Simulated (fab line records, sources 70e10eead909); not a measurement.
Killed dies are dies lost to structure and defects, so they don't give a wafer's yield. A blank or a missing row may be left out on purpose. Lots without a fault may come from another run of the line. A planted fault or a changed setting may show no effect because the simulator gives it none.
A struck lot beside a sound one | flow nand_harc | 25 steps out of a route of 1302
Sound: wafers L568.1, L568.5, L568.6. Struck: wafers L582.3, L582.5, L582.6. The cause comes at the end.
At each step with rows: each side's tool, then ch and its chambers, then its first start. Under that, the readings that differ: sound wafers | struck wafers | difference of the means | sigmas: that difference in standard deviations of wafers without a fault.
alike: readings whose means differ by less than 2 such deviations, and words and numbers that are the same on both sides. not compared: withheld readings, readings that some wafer has no value for, bounds like >300 that may hide the same value, and numbers for which the record gives no deviation and whose values overlap.
The two part at a step that has a row with sigmas, a row that says differs or no value, or rows on one side only. Numbers that don't overlap but have no deviation are shown without sigmas and don't part them. A reading that every wafer of one side lacks parts them only if that side has two wafers or more.

NHARC_P_CONTACT_DEP_30: deposits SiNx, target thk 30 nm.
  sound on pecvd-01 ch 0,1, day 8 00:32; struck on pecvd-01 ch 1,2, day 14 00:32
  alike: heater_power_w
then, 1 step without rows for these wafers: NHARC_P_CONTACT_DEP_00 (deposits SiO2, target thk 500 nm).
NHARC_P_CONTACT_CMP_01: polishes SiO2, target thk 200 nm.
  sound on cmp-02 ch 0,2,3, day 8 01:20; struck on cmp-04 ch 0,1,2, day 14 01:22
  alike: motor_current_A, slurry_filter_dp_kPa
then, 8 steps without rows for these wafers: NHARC_P_CONTACT_SRD_03; NHARC_P_CONTACT_DEHYDRATE_04 (time 120 s); NHARC_P_CONTACT_HMDS_05 (time 30 s); NHARC_P_CONTACT_COAT_33 (time 75 s); NHARC_P_CONTACT_COAT_34 (time 65 s); NHARC_P_CONTACT_COAT_06 (resist thk 90 nm); NHARC_P_CONTACT_SOFTBAKE_07 (time 55 s); NHARC_P_CONTACT_EBR_08.
NHARC_P_CONTACT_EXPOSE_09: exposes mask P CA, target cd 90 nm.
  sound on arfi_scanner-02 ch 0, day 8 01:56; struck on arfi_scanner-03 ch 0, day 14 01:53
  reading              | sound             | struck               | difference | sigmas
  exposure_dose_mJ_cm2 | 81.12 81.07 81.13 | 120.54 120.52 120.57 | +39.44     | +99 or more
  alike: mask, reticle_temp_C
then, 2 steps without rows for these wafers: NHARC_P_CONTACT_PEB_10 (peb time 65 s); NHARC_P_CONTACT_DEVELOP_11 (develop time 35 s).
NHARC_P_CONTACT_CD_MEAS_12: target cd 90 nm.
  sound on cd_sem-02 ch 0, day 8 02:05; struck on cd_sem-03 ch 0, day 14 02:01
  reading    | sound          | struck            | difference | sigmas
  cd_nm (nm) | 89.4 89.7 90.0 | 113.9 113.7 113.5 | +24.0      | +39
NHARC_P_CONTACT_OVL_MEAS_13:
  sound on overlay-01, day 8 02:10; struck on overlay-02, day 14 02:06
  reading           | sound       | struck         | difference | sigmas
  overlay_y_nm (nm) | 2.0 1.5 1.4 | -1.0 -0.6 -1.2 | -2.6       | -3
  alike: overlay_x_nm
NHARC_P_CONTACT_INSPECT_14:
  sound on defect_inspect-02, day 8 02:13; struck on defect_inspect-01, day 14 02:08
  alike: raw_defect_count
NHARC_P_CONTACT_DESCUM_17: chemistry O2, time 3 s.
  sound on rie_diel-06 ch 1,2,3, day 8 02:17; struck on rie_diel-11 ch 1,2, day 14 02:13
  reading                    | sound            | struck          | difference | sigmas
  model.P_CONTACT.cd_nm (nm) | 89.13 89.52 89.2 | 113.6 114 113.2 | +24.3      |
  alike: drypump_motor_current_A, o2_flow_sccm, oes_product_au, rf_vpp_V, showerhead_plenum_p_Torr, throttle_valve_pct
  not compared: rf_hours_counter_h
NHARC_P_CONTACT_ETCH_35: etches the open film in CF4, target depth 39 nm, time 65 s.
  sound on rie_diel-06 ch 2,3, day 8 02:22; struck on rie_diel-11 ch 0,3, day 14 02:17
  alike: drypump_motor_current_A, oes_product_au, rf_vpp_V, showerhead_plenum_p_Torr, throttle_valve_pct
  not compared: rf_hours_counter_h
NHARC_P_CONTACT_ETCH_36: etches the open film in N2/H2, target depth 260 nm, time 406.25 s.
  sound on rie_diel-06 ch 0,1,3; struck on rie_diel-11 ch 0,1,2
  alike: drypump_motor_current_A, oes_product_au, rf_vpp_V, showerhead_plenum_p_Torr, throttle_valve_pct
  not compared: rf_hours_counter_h
NHARC_P_CONTACT_ETCH_18: etches the open film in C4F8/O2/Ar, target depth 481 nm, time 240.5 s.
  sound on rie_diel-06 ch 0,2,3; struck on rie_diel-11 ch 2,3
  alike: oes_product_au, rf_vpp_V
  not compared: rf_hours_counter_h
then, 1 step without rows for these wafers: NHARC_P_CONTACT_STRIP_37 (strips in C4F8/O2/Ar).
NHARC_P_CONTACT_ETCH_31: etches the open film in CH3F/O2, target depth 30 nm, time 85.7 s.
  sound on rie_diel-06 ch 0,1,3; struck on rie_diel-11 ch 0,1
  reading                    | sound             | struck            | difference | sigmas
  model.P_CONTACT.cd_nm (nm) | 87.92 89.27 88.24 | 112.3 109.9 111.9 | +22.9      |
  alike: drypump_motor_current_A, o2_flow_sccm, oes_product_au, rf_vpp_V, showerhead_plenum_p_Torr, throttle_valve_pct
  not compared: rf_hours_counter_h
NHARC_P_CONTACT_CD_MEAS_19:
  sound on cd_sem-01, day 8 03:08; struck on cd_sem-03, day 14 03:05
  reading    | sound          | struck            | difference | sigmas
  cd_nm (nm) | 88.0 89.5 88.1 | 112.1 110.3 111.6 | +22.8      | +14
then, 1 step without rows for these wafers: NHARC_P_CONTACT_STRIP_28 (strips in O2).

WHERE THEY PART
First at NHARC_P_CONTACT_EXPOSE_09; last, within this record, at NHARC_P_CONTACT_CD_MEAS_19.

WHY: what the simulator had put in
Process parameter drift: arfi_scanner-03, from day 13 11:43 on, at NHARC_P_CONTACT_EXPOSE_09. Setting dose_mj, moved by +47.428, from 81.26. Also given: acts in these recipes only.
